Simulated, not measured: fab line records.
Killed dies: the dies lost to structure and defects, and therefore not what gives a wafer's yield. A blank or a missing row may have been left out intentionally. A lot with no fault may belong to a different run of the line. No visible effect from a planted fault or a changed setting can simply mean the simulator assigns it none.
Matching of chambers | flow n5-finfet | 4 sister chambers for N5_SPACER0_ALD_08 on ald-sin-03
The step deposits SiNx, target thk 2 nm. 7 wafers are shown with their chamber, then 12 later ones without.

== WAFERS PAIRED WITH THEIR CHAMBERS ==
wafer  | chamber | heater-power-w (W)
L077.6 | 0       | 935
L085.2 | 3       | 691
L087.1 | 1       | 748
L088.2 | 1       | 746
L090.3 | 2       | 1022
L090.4 | 3       | 695
L090.6 | 2       | 1029

== WAFERS WITHOUT THEIR CHAMBER ==
wafer  | heater-power-w (W)
L091.1 | 981
L091.5 | 752
L091.6 | 972
L092.1 | 939
L092.3 | 740
L092.4 | 1007
L093.1 | 685
L093.4 | 1030
L093.6 | 940
L095.3 | 1009
L095.5 | 736
L095.6 | 1032

== WHICH CHAMBER EACH WENT THROUGH ==
wafer  | from the rows above     | in truth
L091.1 | can't be placed: 2 or 0 | 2
L091.5 | 1                       | 1
L091.6 | 0                       | 0
L092.1 | 0                       | 0
L092.3 | 1                       | 1
L092.4 | 2                       | 2
L093.1 | 3                       | 3
L093.4 | 2                       | 2
L093.6 | 0                       | 0
L095.3 | 2                       | 2
L095.5 | 1                       | 1
L095.6 | 2                       | 2
Correctly placed: 11 of 12. Not placeable from these rows: 1 (in 1, the candidates include the true chamber). 0 placed wrongly.
How it was worked out, from the rows above alone: a wafer's distance from a chamber is the root of the sum, over the readings, of the square of ((its reading less the chamber's mean) divided by the reading's scatter). The wafer belongs to the nearest chamber; if the next one is less than 2 further off, it can't be placed. The mean given for a chamber averages the wafers shown for that chamber. The scatter: the root of (the sum of the squares of (reading less its chamber's mean) over the shown wafers, divided by (wafers less chambers)).
